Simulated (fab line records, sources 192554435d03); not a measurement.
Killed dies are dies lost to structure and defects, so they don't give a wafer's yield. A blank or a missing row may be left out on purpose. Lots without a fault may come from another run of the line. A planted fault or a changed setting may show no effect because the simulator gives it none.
Chamber matching | flow n5_finfet | N5_BEOL_M6_CURE_74 on uv_cure-03: 3 sister chambers
The step cures SiCOH lowk, time 240 s. 3 wafers are shown with their chamber, then 11 later ones without.

WAFERS WITH THEIR CHAMBER
wafer  | chamber | wafer_temp_C_max
L081.4 | 1       | 386.9
L085.5 | 2       | 388.1
L088.3 | 0       | 386.3

WAFERS WITHOUT THEIR CHAMBER
wafer  | wafer_temp_C_max
L088.4 | 386.4
L088.5 | 387.2
L089.1 | 386.2
L089.2 | 386.5
L089.6 | 386.4
L091.3 | 386.6
L091.4 | 386.3
L091.5 | 386.0
L093.3 | 386.4
L093.4 | 385.8
L093.6 | 386.1

WHICH CHAMBER EACH WENT THROUGH
wafer  | from the rows above     | in truth
L088.4 | can't be placed: 0 or 1 | 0
L088.5 | 1                       | 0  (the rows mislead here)
L089.1 | 0                       | 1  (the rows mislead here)
L089.2 | can't be placed: 0 or 1 | 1
L089.6 | can't be placed: 0 or 1 | 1
L091.3 | can't be placed: 1 or 0 | 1
L091.4 | 0                       | 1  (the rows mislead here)
L091.5 | 0                       | 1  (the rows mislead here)
L093.3 | can't be placed: 0 or 1 | 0
L093.4 | 0                       | 0
L093.6 | 0                       | 0
Placed correctly: 2 of 11. Can't be placed from these rows: 5 (the true chamber is among the candidates in 5). Placed wrongly: 4.
How it was worked out, from the rows above alone: a wafer's distance from a chamber is the root of the sum, over the readings, of the square of ((its reading less the chamber's mean) divided by the reading's scatter). The wafer belongs to the nearest chamber; if the next one is less than 2 further off, it can't be placed. A chamber's mean is the mean of its shown wafers. The scatter: with one shown wafer a chamber, the root of the mean of the squares of how far each hidden wafer lies from its nearest shown one.
